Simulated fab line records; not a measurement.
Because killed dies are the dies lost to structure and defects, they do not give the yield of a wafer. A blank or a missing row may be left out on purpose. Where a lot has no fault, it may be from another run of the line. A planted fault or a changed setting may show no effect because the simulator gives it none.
Split-lot trial + flow n5_finfet + on a route of 1938 steps: 7 lots, 21 wafers read

## ON THE SPLIT
At N5_BEOL_M15_PEB_26 (peb time 90 s), the setting peb_time_s was moved away from the recipe's 90 s on 9 of the 21 wafers read, by -16.4% to +18.2%. This setting was run at the recipe's value on the other wafers.

## FROM THE SPLIT TO THE READING: what the file shows between them, 2 steps
- N5_BEOL_M15_DEVELOP_27: develop time 45 s
- N5_BEOL_M15_HARDBAKE_32: time 120 s

## THE READING
At N5_BEOL_M15_CD_MEAS_28: cd_nm in nanometres, against a target cd of 407.6 nm. A value of 407.3 nm with a standard deviation of 1.9 nm is what fault-free wafers of this fab line usually give.

| wafer  | tool, chamber at the split | peb_time_s as run, s | against the recipe | cd_nm, nm | against lot-mates on the recipe |
|--------|----------------------------|----------------------|--------------------|-----------|---------------------------------|
| L075.1 | litho_track-02, 0          | 90                   | recipe             | 411.8     | -                               |
| L075.4 | litho_track-02, 0          | 97.35                | +8.2%              | 413.8     | +4.1                            |
| L075.5 | litho_track-02, 0          | 90                   | recipe             | 407.7     | -                               |
| L078.1 | litho_track-02, 0          | 90                   | recipe             | 409.4     | -                               |
| L078.2 | litho_track-02, 0          | 90                   | recipe             | 408.5     | -                               |
| L078.4 | litho_track-02, 0          | 90                   | recipe             | 407.7     | -                               |
| L084.2 | litho_track-04, 0          | 90                   | recipe             | 406.2     | -                               |
| L084.3 | litho_track-04, 0          | 105.7                | +17.4%             | 413.2     | +7.0                            |
| L084.5 | litho_track-04, 0          | 105.7                | +17.4%             | 411.5     | +5.3                            |
| L085.2 | litho_track-02, 0          | 81.31                | -9.7%              | 400.5     | -7.8                            |
| L085.4 | litho_track-02, 0          | 90                   | recipe             | 408.3     | -                               |
| L085.6 | litho_track-02, 0          | 81.31                | -9.7%              | 402.1     | -6.2                            |
| L089.1 | litho_track-02, 0          | 90                   | recipe             | 406.0     | -                               |
| L089.4 | litho_track-02, 0          | 90                   | recipe             | 407.8     | -                               |
| L089.5 | litho_track-02, 0          | 106.4                | +18.2%             | 412.9     | +6.0                            |
| L096.1 | litho_track-03, 0          | 90                   | recipe             | 407.1     | -                               |
| L096.2 | litho_track-03, 0          | 75.26                | -16.4%             | 400.4     | -6.7                            |
| L096.3 | litho_track-03, 0          | 75.26                | -16.4%             | 401.3     | -5.8                            |
| L097.2 | litho_track-04, 0          | 90                   | recipe             | 408.8     | -                               |
| L097.4 | litho_track-04, 0          | 95.56                | +6.2%              | 410.9     | +2.5                            |
| L097.6 | litho_track-04, 0          | 90                   | recipe             | 407.9     | -                               |

THE FIT
A straight line over all 21 wafers: cd_nm changes by +0.383 nm for each +1% of peb_time_s; r = +0.89; the points scatter about the line by 1.9 nm.
The same after taking each lot's own level away (the mean of its wafers on the recipe; 21 wafers): +0.406 nm for each +1%; r = +0.94; scatter 1.4 nm.
The reading moves by 7.4 nm for the largest change in peb_time_s, on that fit.
Across the lots, their own levels run from 406.20 to 409.75 nm, a range of 1.9 times the standard deviation given above.
So the lot-to-lot level changes the slope little: the two slopes agree.
Check: with one of the wafers moved furthest among these (+18.2%) left out of the fit, the line predicts +7.32 nm for it against its lot-mates. Against them it came out at +6 nm.

## THE WHOLE CHAIN: every reading that the file lists as answering this split, in the file's order
| step                   | what it does                                                            | reading                                                         | change (the file's fit)               | r (the file's) |
|------------------------|-------------------------------------------------------------------------|-----------------------------------------------------------------|---------------------------------------|----------------|
| N5_BEOL_M15_CD_MEAS_28 | target cd 407.6 nm                                                      | cd_nm                                                           | +0.394 nm for each +1% of the setting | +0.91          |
| N5_BEOL_M15_DESCUM_33  | chemistry O2, time 7.9 s                                                | BEOL_M15.cd_nm (the simulator's own value, which no gauge read) | +0.389 nm for each +1% of the setting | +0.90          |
| N5_BEOL_M15_ETCH_61    | etches BARC in N2/H2, target depth 89 nm, overetch 26.7 nm, time 67.9 s | BEOL_M15.cd_nm (the simulator's own value, which no gauge read) | +0.372 nm for each +1% of the setting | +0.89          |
| N5_BEOL_M15_ETCH_38    | etches SiCN in CF4/N2, target depth 106.4 nm, time 120.5 s              | BEOL_M15.cd_nm (the simulator's own value, which no gauge read) | +0.365 nm for each +1% of the setting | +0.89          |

## FILE'S OWN FIT
cd_nm changes by +0.394 nm for each +1% of peb_time_s, r = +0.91.
